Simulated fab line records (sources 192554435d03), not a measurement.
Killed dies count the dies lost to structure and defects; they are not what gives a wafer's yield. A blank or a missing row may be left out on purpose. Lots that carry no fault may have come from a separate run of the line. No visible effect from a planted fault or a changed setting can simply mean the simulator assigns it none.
Lot-split experiment || flow n5_finfet || route with 1938 steps; 7 lots, 21 wafers read

## ABOUT THE SPLIT
At N5_BEOL_M6_COAT_60 (time 60 s, resist thk 35 nm), the setting spin_rpm was moved away from the recipe's 1500 rpm on 4 of the 21 wafers read, by -10.7% to +9.0%. This setting was run at the recipe's value on the other wafers.

## FROM THE SPLIT TO THE READING: what the file shows between them, 4 steps
- N5_BEOL_M6_COAT_05: resist thk 90 nm
- N5_BEOL_M6_EBR_07
- N5_BEOL_M6_DESCUM_16: chemistry O2, time 7.9 s
- N5_BEOL_M6_ETCH_61: etches SiARC in CF4, target depth 45.5 nm, time 75.8 s

## THE READING
SiARC_of_BEOL_M6_COAT_60.thk_nm (the simulator's own value, which no gauge read), in nm, at N5_BEOL_M6_ETCH_62 (etches SOC in N2/H2, target depth 110 nm, overetch 22 nm, time 165 s). There is no usual value for it anywhere in the file. Across the 17 wafers here that went through the recipe, the average is 28.2 nm and the standard deviation 0.18 nm.

{"wafer": "L076.3", "tool, chamber at the split": "litho_track-05, 0", "spin_rpm as run, rpm": 1339, "against the recipe": "-10.7%", "SiARC_of_BEOL_M6_COAT_60.thk_nm, nm": 30.4, "against lot-mates on the recipe": "+2.1"}
{"wafer": "L076.4", "tool, chamber at the split": "litho_track-05, 0", "spin_rpm as run, rpm": 1500, "against the recipe": "recipe", "SiARC_of_BEOL_M6_COAT_60.thk_nm, nm": 28.2, "against lot-mates on the recipe": "-"}
{"wafer": "L076.6", "tool, chamber at the split": "litho_track-05, 0", "spin_rpm as run, rpm": 1500, "against the recipe": "recipe", "SiARC_of_BEOL_M6_COAT_60.thk_nm, nm": 28.4, "against lot-mates on the recipe": "-"}
{"wafer": "L090.1", "tool, chamber at the split": "litho_track-04, 0", "spin_rpm as run, rpm": 1500, "against the recipe": "recipe", "SiARC_of_BEOL_M6_COAT_60.thk_nm, nm": 28.2, "against lot-mates on the recipe": "-"}
{"wafer": "L090.3", "tool, chamber at the split": "litho_track-04, 0", "spin_rpm as run, rpm": 1500, "against the recipe": "recipe", "SiARC_of_BEOL_M6_COAT_60.thk_nm, nm": 28.2, "against lot-mates on the recipe": "-"}
{"wafer": "L090.2", "tool, chamber at the split": "litho_track-04, 0", "spin_rpm as run, rpm": 1500, "against the recipe": "recipe", "SiARC_of_BEOL_M6_COAT_60.thk_nm, nm": 28, "against lot-mates on the recipe": "-"}
{"wafer": "L092.1", "tool, chamber at the split": "litho_track-04, 0", "spin_rpm as run, rpm": 1500, "against the recipe": "recipe", "SiARC_of_BEOL_M6_COAT_60.thk_nm, nm": 28, "against lot-mates on the recipe": "-"}
{"wafer": "L092.6", "tool, chamber at the split": "litho_track-04, 0", "spin_rpm as run, rpm": 1500, "against the recipe": "recipe", "SiARC_of_BEOL_M6_COAT_60.thk_nm, nm": 28, "against lot-mates on the recipe": "-"}
{"wafer": "L092.5", "tool, chamber at the split": "litho_track-04, 0", "spin_rpm as run, rpm": 1500, "against the recipe": "recipe", "SiARC_of_BEOL_M6_COAT_60.thk_nm, nm": 28.2, "against lot-mates on the recipe": "-"}
{"wafer": "L094.2", "tool, chamber at the split": "litho_track-01, 0", "spin_rpm as run, rpm": 1500, "against the recipe": "recipe", "SiARC_of_BEOL_M6_COAT_60.thk_nm, nm": 28.2, "against lot-mates on the recipe": "-"}
{"wafer": "L094.3", "tool, chamber at the split": "litho_track-01, 0", "spin_rpm as run, rpm": 1500, "against the recipe": "recipe", "SiARC_of_BEOL_M6_COAT_60.thk_nm, nm": 28.6, "against lot-mates on the recipe": "-"}
{"wafer": "L094.6", "tool, chamber at the split": "litho_track-01, 0", "spin_rpm as run, rpm": 1408, "against the recipe": "-6.1%", "SiARC_of_BEOL_M6_COAT_60.thk_nm, nm": 29.6, "against lot-mates on the recipe": "+1.2"}
{"wafer": "L091.1", "tool, chamber at the split": "litho_track-04, 0", "spin_rpm as run, rpm": 1500, "against the recipe": "recipe", "SiARC_of_BEOL_M6_COAT_60.thk_nm, nm": 28, "against lot-mates on the recipe": "-"}
{"wafer": "L091.3", "tool, chamber at the split": "litho_track-04, 0", "spin_rpm as run, rpm": 1500, "against the recipe": "recipe", "SiARC_of_BEOL_M6_COAT_60.thk_nm, nm": 28.2, "against lot-mates on the recipe": "-"}
{"wafer": "L091.6", "tool, chamber at the split": "litho_track-04, 0", "spin_rpm as run, rpm": 1500, "against the recipe": "recipe", "SiARC_of_BEOL_M6_COAT_60.thk_nm, nm": 28.2, "against lot-mates on the recipe": "-"}
{"wafer": "L095.4", "tool, chamber at the split": "litho_track-01, 0", "spin_rpm as run, rpm": 1500, "against the recipe": "recipe", "SiARC_of_BEOL_M6_COAT_60.thk_nm, nm": 28.4, "against lot-mates on the recipe": "-"}
{"wafer": "L095.5", "tool, chamber at the split": "litho_track-01, 0", "spin_rpm as run, rpm": 1500, "against the recipe": "recipe", "SiARC_of_BEOL_M6_COAT_60.thk_nm, nm": 28.2, "against lot-mates on the recipe": "-"}
{"wafer": "L095.6", "tool, chamber at the split": "litho_track-01, 0", "spin_rpm as run, rpm": 1500, "against the recipe": "recipe", "SiARC_of_BEOL_M6_COAT_60.thk_nm, nm": 28.6, "against lot-mates on the recipe": "-"}
{"wafer": "L096.1", "tool, chamber at the split": "litho_track-04, 0", "spin_rpm as run, rpm": 1635, "against the recipe": "+9.0%", "SiARC_of_BEOL_M6_COAT_60.thk_nm, nm": 26.8, "against lot-mates on the recipe": -1.6}
{"wafer": "L096.3", "tool, chamber at the split": "litho_track-04, 0", "spin_rpm as run, rpm": 1635, "against the recipe": "+9.0%", "SiARC_of_BEOL_M6_COAT_60.thk_nm, nm": 26.4, "against lot-mates on the recipe": -2.0}
{"wafer": "L096.4", "tool, chamber at the split": "litho_track-04, 0", "spin_rpm as run, rpm": 1500, "against the recipe": "recipe", "SiARC_of_BEOL_M6_COAT_60.thk_nm, nm": 28.4, "against lot-mates on the recipe": "-"}

FIT RESULTS
A straight line over all 21 wafers: SiARC_of_BEOL_M6_COAT_60.thk_nm changes by -0.194 nm for each +1% of spin_rpm; r = -0.97; the points scatter about the line by 0.19 nm.
The same after taking each lot's own level away (the mean of its wafers on the recipe; 21 wafers): -0.198 nm for each +1%; r = -0.99; scatter 0.13 nm.
On that fit, the largest move of spin_rpm shifts the reading by 2.1 nm.
Measured against the standard deviation above, the lots' own levels, which go from 28.07 to 28.40 nm, span 1.8 times it.
The two slopes are in agreement: the lot-to-lot level therefore moves the slope only a little.
Check: for one of the wafers moved furthest among these (-10.7%), held out of the fit, the line's prediction against its lot-mates is +2.13 nm. It came out at +2.1 nm against them.

## THE OTHER SPLITS THESE WAFERS WENT THROUGH
Before the reading, these wafers also passed through other splits. Each is held against what the fit with the lots' levels taken away leaves over:
{"other split on the same wafers": "N5_BEOL_M4_DESCUM_33 time_s", "wafers away from the commonest value": 6, "r with SiARC_of_BEOL_M6_COAT_60.thk_nm (lot level and that fit taken away)": -0.06}
{"other split on the same wafers": "N5_BEOL_M4_ETCH_69 cf4_flow_sccm", "wafers away from the commonest value": 6, "r with SiARC_of_BEOL_M6_COAT_60.thk_nm (lot level and that fit taken away)": -0.13}
{"other split on the same wafers": "N5_BEOL_M6_HM_DEP_02 target_thk_a", "wafers away from the commonest value": 8, "r with SiARC_of_BEOL_M6_COAT_60.thk_nm (lot level and that fit taken away)": "+0.12"}

## THE WHOLE CHAIN: every reading that the file lists as answering this split, in the file's order
{"step": "N5_BEOL_M6_COAT_60", "what it does": "time 60 s, resist thk 35 nm", "reading": "SiARC_of_BEOL_M6_COAT_60.thk_nm (the simulator's own value, which no gauge read)", "change (the file's fit)": "-0.176 nm for each +1% of the setting", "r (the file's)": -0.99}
{"step": "N5_BEOL_M6_ETCH_61", "what it does": "etches SiARC in CF4, target depth 45.5 nm, time 75.8 s", "reading": "etch.depth_nm (the simulator's own value, which no gauge read)", "change (the file's fit)": "-0.176 nm for each +1% of the setting", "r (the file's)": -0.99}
{"step": "N5_BEOL_M6_ETCH_61", "what it does": "etches SiARC in CF4, target depth 45.5 nm, time 75.8 s", "reading": "CAR-ArF_of_BEOL_M6_COAT_05.thk_nm (the simulator's own value, which no gauge read)", "change (the file's fit)": "+0.156 nm for each +1% of the setting", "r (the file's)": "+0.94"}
{"step": "N5_BEOL_M6_ETCH_62", "what it does": "etches SOC in N2/H2, target depth 110 nm, overetch 22 nm, time 165 s", "reading": "SiARC_of_BEOL_M6_COAT_60.thk_nm (the simulator's own value, which no gauge read)", "change (the file's fit)": "-0.197 nm for each +1% of the setting", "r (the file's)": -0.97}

## FILE'S OWN FIT
SiARC_of_BEOL_M6_COAT_60.thk_nm changes by -0.197 nm for each +1% of spin_rpm, r = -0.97.
